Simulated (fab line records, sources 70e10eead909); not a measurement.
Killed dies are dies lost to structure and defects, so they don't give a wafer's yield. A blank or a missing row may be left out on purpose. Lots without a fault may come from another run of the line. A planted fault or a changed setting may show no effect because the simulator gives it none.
fab line records | flow nand_harc | part 2 of 2: steps 22 to 34 of 34
record lots=5 wafers=15 last_day=22
route steps=1159 shown A_BONDPAD@1075 HYBRID_BOND@1094 THIN_TSV@1101
lots that met no fault: from a run of the same line without faults
start_h: hours from the record's first day to the start of the lot's first wafer shown | wait_h: hours since the lot's step before | " the same as in the row above | L1.1+2: a row that stands for several wafers | - no value, or no start given | * or withheld: withheld | < > ~ a bound
route shown NAME@n: a module of which the file shows steps, and the number in the route of the first | usual: mean/standard deviation of fault-free wafers | same: alike in all rows | chamber/n: place in a boat | sites: the reading at each site | _std_site: their standard deviation | _edge_site: outer sites' mean less inner sites' | radius_mm: how far each site lies from the wafer's centre | mask NAME#n: copy n | behind: the tool/chamber that last shaped the wafer | hold: why the lot was held/for how many hours/how that ended | device: the transistor (n, p or np) that didn't switch | end of line: the same wafers' tests at the end of the route | a step without rows: its recipe alone | killed: dies lost to structure and defects at the first sort, not the wafer's yield | map: a wafer's dies, x killed, . not, _ none there
set.NAME: the setting as run; set.NAME@STEP: as run at that earlier step | model.NAME: the simulator's own value behind a step, which no gauge read
lots at some steps of the route; a table a step, a row a wafer
services: from which hour (start_h, from the record's first day; less than 0 if before it) a tool's chamber was out of use, for how many hours, and why
## steps
# step NHARC_HYBRID_BOND_ANNEAL_04
# recipe temp_c=300 time_s=7200 ramp_up_c_per_min=5 ramp_down_c_per_min=3 idle_temp_c=100 pressure_atm=1
# usual ramp_down_c_per_min=3.0000/0.00051 zone_power_bottom_pct=4.01/0.1
# columns lot.wafer tool chamber start_h wait_h ramp_down_c_per_min zone_power_bottom_pct
L077.2 furnace-03 0 422.70 7.0 3.0013 3.93
L077.3 " 0 " " 2.9996 3.97
L077.4 " 0 " " 2.9993 3.98
L082.2 furnace-02 0 459.89 4.3 3.0002 4.05
L082.4 " 0 " " 3.0001 4.07
L082.5 " 0 " " 3.0005 4.13
L084.2 furnace-02 0 483.57 4.7 3.0008 4.11
L084.3 " 0 " " 3.0003 4.04
L084.5 " 0 " " 3.0003 4.20
L086.1 furnace-02 0 483.57 8.3 3.0001 4.13
L086.3 " 0 " " 3.0009 4.09
L086.4 " 0 " " 2.9991 4.11
L091.2 furnace-02 0 511.76 4.9 3.0001 4.13
L091.4 " 0 " " 2.9997 4.10
L091.5 " 0 " " 2.9997 4.07
# step NHARC_HYBRID_BOND_OVL_MEAS_05
# usual overlay_x_nm=-4/30 overlay_y_nm=-1/30
# columns lot.wafer tool chamber start_h wait_h overlay_x_nm overlay_y_nm
L077.2 overlay-02 - 427.48 0.4 8 33
L077.3 " - " " -68 44
L077.4 " - " " -8 5
L082.2 overlay-01 - 464.59 0.4 -3 20
L082.4 " - " " 15 5
L082.5 " - " " -3 -20
L086.1 overlay-01 - 488.29 0.4 38 -19
L086.3 " - " " -29 -15
L086.4 " - " " -1 -4
L084.2 overlay-02 - 488.30 0.4 16 -31
L084.3 " - " " -12 -30
L084.5 " - " " 10 -5
L091.2 overlay-02 - 516.48 0.4 -35 8
L091.4 " - " " -18 -42
L091.5 " - " " -30 5
# step NHARC_HYBRID_BOND_INSPECT_06
# recipe inspect_instrument=ir_void
# usual raw_defect_count=35/14
# columns lot.wafer tool chamber start_h wait_h raw_defect_count
L077.2 defect_inspect-01 - 427.53 0.1 18
L077.3 " - " " 14
L077.4 " - " " 11
L082.2 defect_inspect-02 - 464.64 0.1 37
L082.4 " - " " 48
L082.5 " - " " 59
L086.1 defect_inspect-02 - 488.34 0.0 15
L086.3 " - " " 14
L086.4 " - " " 23
L084.2 defect_inspect-01 - 488.35 0.1 42
L084.3 " - " " 42
L084.5 " - " " 49
L091.2 defect_inspect-01 - 516.53 0.1 46
L091.4 " - " " 47
L091.5 " - " " 44
# step NHARC_THIN_TSV_GRIND_00
# recipe target_thk_um=6
# usual motor_current_A=11.998/0.02
# columns lot.wafer tool chamber start_h wait_h motor_current_A
L077.2 grinder-01 0 427.88 0.3 12.015
L077.3 " 0 " " 11.995
L077.4 " 0 " " 12.002
L082.2 grinder-01 0 464.99 0.3 11.999
L082.4 " 0 " " 11.974
L082.5 " 0 " " 11.993
L086.1 grinder-01 0 488.50 0.1 12.006
L086.3 " 0 " " 11.980
L086.4 " 0 " " 12.002
L084.2 grinder-01 0 489.90 1.6 12.002
L084.3 " 0 " " 11.992
L084.5 " 0 " " 11.978
L091.2 grinder-01 0 519.27 2.7 11.971
L091.4 " 0 " " 11.981
L091.5 " 0 " " 11.974
# step NHARC_THIN_TSV_CMP_01
# recipe target_thk_um=3
# usual motor_current_A=12.6/1.8 retaining_ring_pressure_frac=1.000/0.0044
# columns lot.wafer tool chamber start_h wait_h motor_current_A retaining_ring_pressure_frac
L077.3 cmp-01 2 428.92 0.6 13.3 1.009
L077.4 " 3 " " 16.9 0.999
L077.2 " 0 " " 10.8 1.002
L082.2 cmp-01 2 466.05 0.9 12.2 0.998
L082.4 " 0 " " 11.7 1.002
L082.5 " 1 " " 12.1 1.001
L086.3 cmp-03 0 489.73 0.6 13.2 1.003
L086.1 " 2 " " 12.9 0.999
L086.4 " 3 " " 12.0 0.998
L084.2 cmp-01 0 490.99 0.9 11.3 1.002
L084.3 " 1 " " 11.7 1.001
L084.5 " 2 " " 12.9 0.996
L091.4 cmp-03 1 520.29 0.4 11.8 0.997
L091.2 " 0 " " 14.4 1.002
L091.5 " 1 " " 12.9 0.995
# step NHARC_THIN_TSV_THK_MEAS_02
# recipe thk_meas_gauge=ir
# usual thk_nm=2954/230
# columns lot.wafer tool chamber start_h wait_h thk_nm
L077.2 film_metro-01 - 429.16 - 2590
L077.3 " - " " 2753
L077.4 " - " " 2805
L082.2 film_metro-01 - 466.29 - 2936
L082.4 " - " " 3374
L082.5 " - " " 3315
L086.1 film_metro-01 - 489.99 0.2 2670
L086.3 " - " " 2890
L086.4 " - " " 2847
L084.2 film_metro-01 - 491.21 0.2 2893
L084.3 " - " " 2868
L084.5 " - " " 2859
L091.2 film_metro-01 - 520.56 - 2635
L091.4 " - " " 2910
L091.5 " - " " 3068
# step NHARC_THIN_TSV_SRD_03
# columns lot.wafer tool chamber start_h wait_h
L077.4+2+3 wet_bench-08 1,4,6 429.20 0.0
L082.4+5+2 wet_bench-10 7,1,2 466.33 0.0
L086.3+1+4 wet_bench-10 4,7,0 490.04 0.0
L084.2+5+3 wet_bench-08 1,2,6 491.25 0.0
L091.5+4+2 wet_bench-08 4,6,0 520.60 0.0
# step NHARC_THIN_TSV_PRECLEAN_41
# recipe time_s=* temp_c=50 bath_age_min=0 chemistry=SC1
# usual sc1_h2o2_end_mol_l=0.3698/0.00076
# columns lot.wafer tool chamber start_h wait_h sc1_h2o2_end_mol_l
L077.4 wet_bench-08 1 429.22 0.0 0.3700
L077.2 " 4 " " 0.3702
L077.3 " 6 " " 0.3691
L082.4 wet_bench-10 7 466.36 0.0 0.3709
L082.5 " 1 " " 0.3703
L082.2 " 2 " " 0.3708
L086.3 wet_bench-10 4 490.06 0.0 0.3709
L086.1 " 7 " " 0.3701
L086.4 " 0 " " 0.3699
L084.2 wet_bench-08 1 491.27 0.0 0.3692
L084.5 " 2 " " 0.3707
L084.3 " 6 " " 0.3701
L091.5 wet_bench-08 4 520.62 0.0 0.3694
L091.4 " 6 " " 0.3713
L091.2 " 0 " " 0.3689
# step NHARC_THIN_TSV_SRD_42
# columns lot.wafer tool chamber start_h wait_h
L077.4+2+3 wet_bench-08 1,4,6 - -
L082.4+5+2 wet_bench-10 7,1,2 - -
L086.3+1+4 wet_bench-10 4,7,0 - -
L084.2+5+3 wet_bench-08 1,2,6 - -
L091.5+4+2 wet_bench-08 4,6,0 - -
# step NHARC_THIN_TSV_DEP_43
# recipe target_thk_a=13285 temp_c=withheld pressure_torr=6.5 rf_w=900 teos_flow_sccm=161.4 flow_sccm=2650 target_thk_nm=1328.5 gas=O2 material=SiO2
# usual mfc_precursor_sccm=161.4/0.51 rf_fwd_power_W=898/3.2 throttle_valve_pct=16.1/0.57
# columns lot.wafer tool chamber start_h wait_h mfc_precursor_sccm rf_fwd_power_W throttle_valve_pct
L077.3 pecvd-03 0 429.39 - 161.0 894 16.6
L077.2 " 2 " " 160.9 899 17.0
L077.4 " 0 " " 161.2 897 16.6
L082.2 pecvd-01 1 466.58 - 161.9 902 16.5
L082.4 " 2 " " 161.9 890 16.3
L082.5 " 2 " " 160.6 897 16.3
L086.3 pecvd-04 0 490.23 - 161.1 893 15.9
L086.1 " 2 " " 160.5 899 15.3
L086.4 " 2 " " 161.0 895 15.2
L084.2 pecvd-04 1 491.43 - 160.7 888 15.0
L084.3 " 0 " " 161.8 892 16.0
L084.5 " 0 " " 162.1 898 15.7
L091.2 pecvd-01 0 520.78 - 160.5 901 17.3
L091.4 " 0 " " 161.6 900 17.1
L091.5 " 2 " " 161.2 901 16.1
# step NHARC_THIN_TSV_DEHYDRATE_04
# recipe temp_c=150 time_s=120
# columns lot.wafer tool chamber start_h wait_h
L077.2+3+4 litho_track-02 0 429.79 -
L082.2+4+5 litho_track-03 0 467.05 0.4
L086.1+3+4 litho_track-02 0 490.63 -
L084.2+3+5 litho_track-02 0 491.84 -
L091.2+4+5 litho_track-07 0 521.18 -
# step NHARC_THIN_TSV_HMDS_05
# recipe time_s=30
# columns lot.wafer tool chamber start_h wait_h
L077.2+3+4 litho_track-02 0 - -
L082.2+4+5 litho_track-03 0 - -
L086.1+3+4 litho_track-02 0 - -
L084.2+3+5 litho_track-02 0 - -
L091.2+4+5 litho_track-07 0 - -
# step NHARC_THIN_TSV_COAT_06
# recipe spin_rpm=*
# columns lot.wafer tool chamber start_h wait_h
L077.2+3+4 litho_track-02 0 - -
L082.2+4+5 litho_track-03 0 - -
L086.1+3+4 litho_track-02 0 - -
L084.2+3+5 litho_track-02 0 - -
L091.2+4+5 litho_track-07 0 - -
## services
# columns tool chamber start_h hours kind
pvd_sputter-03 - 397.46 2.7 repair
cmp-04 - 399.13 4.0 pm
wet_bench-08 - 406.42 8.0 pm
rie_diel-06 - 418.20 9.0 pm
wet_bench-10 - 425.85 8.0 pm
ecd_cu-01 - 433.17 2.2 repair
cmp-01 - 435.85 3.8 repair
pvd_sputter-03 - 439.51 8.0 repair
cmp-04 - 446.39 1.4 repair
ecd_cu-01 - 448.10 8.0 pm
wet_bench-10 - 448.47 0.9 repair
rie_diel-13 - 453.14 9.0 pm
pvd_sputter-03 - 458.00 10.0 pm
grinder-01 - 469.41 13.4 repair
cmp-01 - 473.78 4.0 pm
rie_diel-06 3 475.93 7.0 repair
cmp-04 - 488.82 4.6 repair
wet_bench-08 - 496.81 1.5 repair
cmp-04 - 497.25 4.0 pm
rie_diel-02 - 504.70 9.0 pm
grinder-01 - 512.65 1.4 repair
cmp-01 - 512.70 4.6 repair
pvd_sputter-01 - 514.04 10.0 pm
litho_track-02 - 515.00 7.0 pm
